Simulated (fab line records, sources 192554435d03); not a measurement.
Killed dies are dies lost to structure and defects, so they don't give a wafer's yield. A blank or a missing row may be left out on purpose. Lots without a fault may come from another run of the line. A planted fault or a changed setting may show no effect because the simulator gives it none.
fab line records | flow n5_finfet
record lots=10 wafers=30 last_day=18
route steps=1938 shown SDB@347 DUMMY_REMOVAL@378 HKMG_FIN@395
lots that met no fault: from a run of the same line without faults
start_h: hours from the record's first day to the start of the lot's first wafer shown | wait_h: hours since the lot's step before | " the same as in the row above | L1.1+2: a row that stands for several wafers | - no value, or no start given | * or withheld: withheld | < > ~ a bound
route shown NAME@n: a module of which the file shows steps, and the number in the route of the first | usual: mean/standard deviation of fault-free wafers | same: alike in all rows | chamber/n: place in a boat | sites: the reading at each site | _std_site: their standard deviation | _edge_site: outer sites' mean less inner sites' | radius_mm: how far each site lies from the wafer's centre | mask NAME#n: copy n | behind: the tool/chamber that last shaped the wafer | hold: why the lot was held/for how many hours/how that ended | device: the transistor (n, p or np) that didn't switch | end of line: the same wafers' tests at the end of the route | a step without rows: its recipe alone | killed: dies lost to structure and defects at the first sort, not the wafer's yield | map: a wafer's dies, x killed, . not, _ none there
set.NAME: the setting as run; set.NAME@STEP: as run at that earlier step | model.NAME: the simulator's own value behind a step, which no gauge read
steps of the route over a sample of lots; a table a step, a row a wafer
services: from which hour (start_h, from the record's first day; less than 0 if before it) a tool's chamber was out of use, for how many hours, and why
## steps
# step N5_SDB_HM_DEP_00
# recipe material=SiNx target_thk_a=400 temp_c=400 precursor=SiH4/NH3/N2 pressure_torr=1.5 rf_w=300 time_s=35.3
# usual heater_power_w=746/51 showerhead_plenum_p_Torr=5.14/0.052 throttle_valve_pct=39.5/2.3
# columns lot.wafer tool chamber start_h wait_h heater_power_w showerhead_plenum_p_Torr throttle_valve_pct
L545.1 pecvd-01 2 77.61 0.0 800 5.17 42.5
L545.4 " 0 " " 798 5.22 39.7
L545.6 " 2 " " 796 5.16 42.3
L546.1 pecvd-01 0 82.82 0.0 815 5.21 39.9
L546.4 " 2 " " 795 5.16 42.7
L546.6 " 0 " " 808 5.21 39.9
L549.1 pecvd-03 1 104.15 0.0 663 5.23 38.3
L549.3 " 2 " " 788 5.19 37.3
L549.5 " 2 " " 787 5.19 37.0
L553.2 pecvd-02 0 127.84 0.0 720 5.10 38.1
L553.5 " 1 " " 811 5.07 38.3
L553.6 " 2 " " 656 5.14 36.4
L554.2 pecvd-02 2 132.18 0.0 748 5.15 36.3
L554.5 " 1 " " 721 5.06 38.8
L554.6 " 0 " " 732 5.09 38.4
L555.1 pecvd-02 0 143.93 0.0 769 5.10 38.5
L555.3 " 1 " " 749 5.07 38.3
L555.5 " 1 " " 771 5.07 38.1
L556.2 pecvd-02 1 147.25 0.0 816 5.06 38.2
L556.3 " 2 " " 736 5.15 36.5
L556.6 " 1 " " 782 5.07 38.4
L561.3 pecvd-02 0 171.18 0.0 759 5.10 38.9
L561.5 " 0 " " 775 5.12 38.6
L561.6 " 2 " " 696 5.15 36.9
L563.3 pecvd-01 0 184.83 0.0 786 5.19 40.0
L563.5 " 2 " " 801 5.17 42.8
L563.6 " 1 " " 649 5.13 43.6
L565.1 pecvd-01 2 198.61 0.0 799 5.17 42.8
L565.2 " 0 " " 874 5.21 40.3
L565.5 " 1 " " 736 5.12 43.7
# step N5_SDB_STRIP_21
# recipe chemistry=CF4 resist=SiARC power_w=300 bias_power_w=75 pressure_mtorr=50 cf4_flow_sccm=150 rf_frequency_hz=6e+07
# usual drypump_motor_current_A=5.5/0.34 oes_product_au=0.76/0.065 rf_vpp_V=271.3/1.4 showerhead_plenum_p_Torr=1.80/0.049 throttle_valve_pct=13.73/0.2
# columns lot.wafer tool chamber start_h wait_h drypump_motor_current_A oes_product_au rf_hours_counter_h rf_vpp_V showerhead_plenum_p_Torr throttle_valve_pct
L545.1 rie_diel-06 2 78.23 0.0 5.1 0.72 164 271.9 1.85 13.63
L545.4 " 0 " " 5.2 0.74 166 270.7 1.87 13.94
L545.6 " 2 " " 5.1 0.72 - 272.6 1.85 13.63
L546.1 rie_diel-01 0 83.76 0.0 5.8 0.86 38 271.7 1.81 13.44
L546.4 " 3 " " 5.7 0.75 - 272.5 1.79 13.76
L546.6 " 2 " " 5.7 0.82 - 272.0 1.82 13.60
L549.1 rie_diel-06 1 104.79 0.0 5.2 0.70 236 270.4 1.77 13.81
L549.3 " 3 " " 5.9 0.76 139 269.4 1.74 13.69
L549.5 " 0 " " 5.2 0.73 - 272.2 1.87 13.94
L553.2 rie_diel-06 3 128.66 0.0 5.9 0.76 147 270.3 1.74 13.68
L553.5 " 0 " " 5.2 0.73 - 272.9 1.86 13.95
L553.6 " 3 " " 5.9 0.76 - 269.6 1.74 13.70
L554.2 rie_diel-01 3 132.99 0.0 5.7 0.73 171 271.7 1.78 13.81
L554.5 " 2 " " 5.7 0.80 - 272.1 1.81 13.65
L554.6 " 3 " " 5.7 0.73 - 270.4 1.78 13.79
L555.1 rie_diel-06 2 145.00 0.0 5.1 0.71 186 270.9 1.84 13.68
L555.3 " 3 " " 5.9 0.76 152 271.0 1.74 13.70
L555.5 " 2 " " 5.2 0.70 - 273.9 1.84 13.68
L556.2 rie_diel-06 0 148.00 0.0 5.2 0.72 190 272.2 1.86 13.97
L556.3 " 2 " " 5.1 0.70 188 272.5 1.84 13.68
L556.6 " 2 " " 5.1 0.71 - 272.4 1.84 13.70
L561.3 rie_diel-01 3 172.07 0.0 5.7 0.72 185 270.8 1.78 13.83
L561.5 " 2 " " 5.7 0.79 - 271.9 1.81 13.68
L561.6 " 1 " " 5.7 0.90 - 270.9 1.83 13.46
L563.3 rie_diel-06 2 185.58 0.0 5.1 0.70 204 271.4 1.84 13.71
L563.5 " 0 " " 5.2 0.71 - 273.1 1.86 14.00
L563.6 " 3 " " 5.9 0.74 - 269.1 1.73 13.76
L565.1 rie_diel-06 0 199.36 0.0 5.2 0.71 213 271.9 1.85 14.02
L565.2 " 2 " " 5.1 0.69 210 273.1 1.84 13.74
L565.5 " 0 " " 5.2 0.70 - 273.0 1.85 14.03
# step N5_DUMMY_REMOVAL_STRIP_10
# recipe chemistry=N2/H2 time_s=40 power_w=100 temp_c=40 pressure_mtorr=100 rf_frequency_hz=6e+07 bias_power_w=3 n2_flow_sccm=300 h2_flow_sccm=300
# usual drypump_motor_current_A=5.6/0.52 h2_flow_sccm=300.1/0.89 oes_product_au=0.79/0.082 rf_vpp_V=45.4/0.81 showerhead_plenum_p_Torr=3.41/0.12 throttle_valve_pct=12.24/0.25
# columns lot.wafer tool chamber start_h wait_h drypump_motor_current_A h2_flow_sccm oes_product_au rf_hours_counter_h rf_vpp_V showerhead_plenum_p_Torr throttle_valve_pct
L545.1 rie_diel-05 1 82.00 0.0 5.6 300.0 0.89 27 46.2 3.58 12.11
L545.4 " 3 " " 6.1 300.3 0.98 2 44.6 3.30 11.73
L545.6 " 3 " " 6.2 298.7 0.98 - 46.1 3.30 11.73
L546.1 rie_diel-03 0 87.52 0.0 4.9 300.5 0.79 130 45.7 3.26 12.44
L546.4 " 2 " " 6.2 299.3 0.72 205 45.1 3.47 12.28
L546.6 " 1 " " 6.1 300.0 0.75 - 46.4 3.38 12.37
L549.1 rie_diel-04 2 109.02 0.0 5.1 299.8 0.73 174 44.0 3.22 12.21
L549.3 " 1 " " 5.0 299.7 0.77 139 45.3 3.51 12.52
L549.5 " 2 " " 5.1 299.6 0.74 - 46.7 3.22 12.20
L553.2 rie_diel-05 1 132.46 0.0 5.6 298.8 0.86 42 45.6 3.57 12.15
L553.5 " 0 " " 5.8 300.8 0.86 - 44.8 3.58 12.02
L553.6 " 3 " " 6.2 299.5 0.93 - 45.0 3.29 11.75
L554.2 rie_diel-04 2 136.83 0.0 5.1 301.1 0.73 181 45.3 3.21 12.20
L554.5 " 0 " " 5.3 299.1 0.76 - 45.5 3.39 11.97
L554.6 " 3 " " 4.9 300.7 0.77 - 46.8 3.49 12.30
L555.1 rie_diel-03 2 149.10 0.0 6.2 299.9 0.70 221 45.0 3.47 12.31
L555.3 " 1 " " 6.1 300.8 0.73 146 45.8 3.37 12.40
L555.5 " 2 " " 6.1 300.1 0.71 - 45.1 3.47 12.33
L556.2 rie_diel-05 3 152.18 0.0 6.2 299.7 0.90 23 46.1 3.28 11.78
L556.3 " 0 " " 5.8 301.6 0.86 57 45.1 3.57 12.03
L556.6 " 0 " " 5.8 300.0 0.86 - 45.8 3.57 12.02
L561.3 rie_diel-05 3 175.78 0.0 6.1 300.2 0.88 31 45.6 3.28 11.79
L561.5 " 1 " " 5.6 299.5 0.84 - 47.2 3.56 12.21
L561.6 " 0 " " 5.8 301.2 0.85 - 45.3 3.57 12.06
L563.3 rie_diel-03 0 189.61 0.0 4.9 301.0 0.75 162 44.3 3.24 12.54
L563.5 " 2 " " 6.2 301.0 0.70 - 45.8 3.46 12.36
L563.6 " 1 " " 6.1 300.2 0.72 - 45.4 3.36 12.46
L565.1 rie_diel-03 3 203.19 0.0 6.3 299.1 0.96 10 45.1 3.30 12.07
L565.2 " 1 " " 6.0 299.7 0.71 169 45.4 3.36 12.47
L565.5 " 2 " " 6.2 301.4 0.69 - 44.4 3.45 12.37
# step N5_HKMG_FIN_EXPOSE_46
# recipe mask_id=NDIPOLE na=1.35 source_shape=conventional sigma_outer=0.8 polarization=unpolarized dose_mj=40
# usual exposure_dose_mJ_cm2=39.98/0.039 reticle_temp_C=23.00/0.11 stage_vel_mm_s=500.02/0.24
# columns lot.wafer tool chamber start_h wait_h mask exposure_dose_mJ_cm2 reticle_temp_C stage_vel_mm_s
L545.1 arfi_scanner-01 0 83.24 - NDIPOLE#0 40.01 23.13 500.43
L545.4 " 0 " " NDIPOLE#0 40.08 22.90 500.15
L545.6 " 0 " " NDIPOLE#0 40.02 23.04 499.93
L546.1 arfi_scanner-02 0 88.86 - NDIPOLE#0 40.03 23.04 500.25
L546.4 " 0 " " NDIPOLE#0 39.99 23.11 500.00
L546.6 " 0 " " NDIPOLE#0 40.00 23.03 499.99
L549.1 arfi_scanner-01 0 110.36 - NDIPOLE#0 39.95 22.87 500.07
L549.3 " 0 " " NDIPOLE#0 39.94 22.88 499.77
L549.5 " 0 " " NDIPOLE#0 40.04 22.92 500.06
L553.2 arfi_scanner-01 0 133.91 - NDIPOLE#0 45.28 23.09 500.05
L553.5 " 0 " " NDIPOLE#0 45.20 23.00 500.34
L553.6 " 0 " " NDIPOLE#0 45.20 22.98 500.26
L554.2 arfi_scanner-01 0 138.12 - NDIPOLE#0 44.05 23.00 499.96
L554.5 " 0 " " NDIPOLE#0 44.21 23.00 500.24
L554.6 " 0 " " NDIPOLE#0 44.14 23.08 500.10
L555.1 arfi_scanner-01 0 150.32 - NDIPOLE#0 43.38 23.05 499.75
L555.3 " 0 " " NDIPOLE#0 43.36 22.97 499.85
L555.5 " 0 " " NDIPOLE#0 43.33 22.99 500.06
L556.2 arfi_scanner-01 0 153.49 - NDIPOLE#0 42.68 23.08 500.00
L556.3 " 0 " " NDIPOLE#0 42.65 23.07 500.25
L556.6 " 0 " " NDIPOLE#0 42.63 23.04 500.25
L561.3 arfi_scanner-02 0 177.13 - NDIPOLE#0 39.97 23.21 500.04
L561.5 " 0 " " NDIPOLE#0 39.97 23.07 500.22
L561.6 " 0 " " NDIPOLE#0 39.91 23.06 499.70
L563.3 arfi_scanner-03 0 191.15 - NDIPOLE#0 40.00 23.05 499.85
L563.5 " 0 " " NDIPOLE#0 39.99 22.94 500.18
L563.6 " 0 " " NDIPOLE#0 40.03 23.01 499.85
L565.1 arfi_scanner-02 0 204.61 - NDIPOLE#0 39.94 22.74 500.11
L565.2 " 0 " " NDIPOLE#0 39.95 23.03 500.53
L565.5 " 0 " " NDIPOLE#0 39.94 22.98 500.55
# step N5_HKMG_FIN_CD_MEAS_49
# recipe target_cd_nm=202 landing_energy_ev=500 detector=se_inlens polarity=opening
# usual cd_nm=202.2/0.66
# same landing_energy_ev=500
# columns lot.wafer tool chamber start_h wait_h cd_nm
L545.1 cd_sem-03 0 83.37 - 202.0
L545.4 " 0 " " 201.7
L545.6 " 0 " " 202.2
L546.1 cd_sem-03 0 88.98 - 203.2
L546.4 " 0 " " 202.2
L546.6 " 0 " " 202.6
L549.1 cd_sem-03 0 110.49 - 203.0
L549.3 " 0 " " 201.4
L549.5 " 0 " " 202.3
L553.2 cd_sem-02 0 134.03 - 210.2
L553.5 " 0 " " 210.4
L553.6 " 0 " " 210.3
L554.2 cd_sem-02 0 138.24 - 209.7
L554.5 " 0 " " 208.8
L554.6 " 0 " " 209.8
L555.1 cd_sem-03 0 150.44 - 208.5
L555.3 " 0 " " 207.6
L555.5 " 0 " " 207.1
L556.2 cd_sem-01 0 153.62 - 205.1
L556.3 " 0 " " 205.2
L556.6 " 0 " " 205.1
L561.3 cd_sem-03 0 177.25 - 202.5
L561.5 " 0 " " 201.8
L561.6 " 0 " " 202.3
L563.3 cd_sem-01 0 191.26 - 201.7
L563.5 " 0 " " 201.9
L563.6 " 0 " " 202.4
L565.1 cd_sem-03 0 204.73 - 202.3
L565.2 " 0 " " 202.3
L565.5 " 0 " " 201.0
## services
# columns tool chamber start_h hours kind
arfi_scanner-01 - 59.28 8.5 repair
arfi_scanner-02 - 60.74 2.5 repair
arfi_scanner-02 - 64.22 1.3 pm
rie_diel-03 1 70.57 13.5 repair
arfi_scanner-01 - 73.31 3.9 repair
rie_diel-01 2 84.59 4.7 repair
rie_diel-06 3 93.50 2.2 repair
arfi_scanner-02 - 97.32 1.0 pm
arfi_scanner-02 - 100.76 0.8 pm
arfi_scanner-02 - 103.01 4.5 repair
arfi_scanner-02 - 109.44 3.9 pm
rie_diel-05 2 111.70 7.9 repair
arfi_scanner-02 - 114.53 0.2 repair
arfi_scanner-01 - 119.36 1.0 pm
arfi_scanner-01 - 123.54 1.3 pm
pecvd-01 2 145.14 11.9 repair
rie_diel-05 - 147.63 0.9 repair
rie_diel-03 0 154.99 7.7 repair
pecvd-02 2 162.58 6.2 repair
rie_diel-06 1 176.21 35.1 repair
rie_diel-05 2 179.59 5.7 repair
rie_diel-05 1 184.83 6.6 repair
arfi_scanner-01 - 190.18 0.8 pm
rie_diel-03 0 196.77 6.4 repair
## key
first_sign step=N5_HKMG_FIN_EXPOSE_46 reading=exposure_dose_mJ_cm2 direction=up sigmas=99+ usual=39.98 struck=43.84
effect step=N5_HKMG_FIN_CD_MEAS_49 reading=cd_nm direction=up sigmas=9 usual=202.2 struck=208.1 through=control_loop
met_at N5_HKMG_FIN_EXPOSE_46
struck_lots L553,L554,L555,L556
tester_left_out L553,L554,L555,L556
loop_trim step=N5_HKMG_FIN_EXPOSE_46 setting=dose lots=L554,L555,L556
not_acting_at N5_SDB_HM_DEP_00,N5_SDB_STRIP_21,N5_DUMMY_REMOVAL_STRIP_10
onset_between 110.36 133.91
fault kind=process_parameter_drift tool=arfi_scanner-01 chamber=- onset_h=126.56 steps=N5_HKMG_FIN_EXPOSE_46 channel=dose_mj offset=5.2302 shape=step acts_in=these_recipes_only stated=40
# tester_left_out: of these lots the tester's yield and bins aren't shown, on N5 and GAA mostly nor the transistor test; their killed dies are dies lost to structure and defects alone, not to doping, threshold or leakage, so they don't give the yield
# loop_trim: a control loop set the setting to another value than it would have without faults
